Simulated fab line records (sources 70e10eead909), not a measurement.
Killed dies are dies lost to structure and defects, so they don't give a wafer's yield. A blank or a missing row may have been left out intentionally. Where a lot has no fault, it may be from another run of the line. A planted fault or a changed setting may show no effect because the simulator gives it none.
Struck lot and sound lot, side by side :: flow nand-harc :: 13 steps out of a route of 1302
Sound: wafers L584.2, L584.3, L584.6. Struck: wafers L603.2, L603.4, L603.5. The cause is named last.
For every step that has rows: the tool of each side, followed by ch and its chambers, followed by its first start. Under that, the readings that differ: sound wafers :: struck wafers :: difference of the means :: sigmas: that difference in standard deviations of wafers without a fault.
alike: words and numbers the same on both sides, and readings whose means are apart by under 2 such deviations; not compared: readings that were withheld, readings missing a value for some wafer, numbers with overlapping values and no deviation given by the record, and bounds like >300 which may hide the same value.
Wherever a step has rows on one side only, a row that says differs or no value, or a row with sigmas, the two part there. Numbers that don't overlap but have no deviation are shown without sigmas and don't part them. A reading missing from all wafers of one side parts the sides only when that side holds two or more wafers.

NHARC_A_CHANNEL_FILL_D2_ALD_03: deposits SiNx, target thk 6 nm, pulse time 60 s, ald cycles 58.
  sound on ald-sin-batch-01 ch 0; struck on ald-sin-batch-02 ch 0
  alike: precursor-pulse-height-rel, susceptor-temp-C
NHARC_A_CHANNEL_FILL_D2_ALD_14: deposits SiO2, target thk 2.5 nm, pulse time 10 s, ald cycles 25.
  sound on ald-hk-03 ch 0,2, day 14 19:05; struck on ald-hk-04 ch 0,1,3, day 23 07:04
  alike: heater-power-w, precursor-pulse-height-rel, susceptor-temp-C
NHARC_A_CHANNEL_FILL_D2_ALD_15: deposits SiNx, target thk 2 nm, pulse time 60 s, ald cycles 19.
  sound on ald-sin-batch-02 ch 0, day 14 22:08; struck on ald-sin-batch-01 ch 0
reading: susceptor-temp-C (C)
sound: - - -
struck: 629.78 629.74 630.39
difference: no value on the sound wafers
sigmas: 
  alike: precursor-pulse-height-rel
NHARC_A_CHANNEL_FILL_D2_ALD_16: deposits SiO2, target thk 1.5 nm, pulse time 10 s, ald cycles 15.
  sound on ald-hk-03 ch 0,2,3, day 15 00:13; struck on ald-hk-02 ch 0,1,2, day 23 12:01
  alike: heater-power-w, precursor-pulse-height-rel, susceptor-temp-C
then, 2 steps without rows for these wafers: NHARC_A_CHANNEL_FILL_D2_ANNEAL_17 (time 1800 s); NHARC_A_CHANNEL_FILL_D2_CVD_18 (deposits poly-Si, target thk 3 nm).
NHARC_A_CHANNEL_FILL_D2_ETCHBACK_19: etches the open film in HBr/Cl2, target depth 5 nm, time 1.7 s.
  sound on rie-si-02 ch 0,2, day 15 12:41; struck on rie-si-06 ch 0,1,3, day 23 23:34
  alike: chamber-pressure-mTorr, drypump-motor-current-A, oes-product-au, rf-fwd-power-W, throttle-valve-pct
  not compared: rf-hours-counter-h
then, 5 steps without rows for these wafers: NHARC_A_CHANNEL_FILL_D2_ETCHBACK_20 (etches the open film in C4F8/O2/Ar, target depth 27 nm, time 13.5 s); NHARC_A_CHANNEL_FILL_D2_STRIP_28 (strips in O2, time 20 s); NHARC_A_CHANNEL_FILL_D2_PRECLEAN_21 (cleans in dHF, time 30 s); NHARC_A_CHANNEL_FILL_D2_SRD_23; NHARC_A_CHANNEL_FILL_D2_CVD_05 (deposits poly-Si, target thk 5 nm).
NHARC_A_CHANNEL_FILL_D2_ANNEAL_22: time 7200 s.
  sound on furnace-03 ch 0, day 15 20:19; struck on furnace-03, day 24 07:01
  no value came back on the struck wafers for run-length-s (s), spike-tc-bottom-C (C), tube-center-temp-C (C); on the sound wafers run-length-s (s) reads 7234 7234 7234

WHERE THEY PART
Last at NHARC_A_CHANNEL_FILL_D2_ANNEAL_22 as far as this record goes, first at NHARC_A_CHANNEL_FILL_D2_ALD_15.

WHY: whatever the simulator had introduced
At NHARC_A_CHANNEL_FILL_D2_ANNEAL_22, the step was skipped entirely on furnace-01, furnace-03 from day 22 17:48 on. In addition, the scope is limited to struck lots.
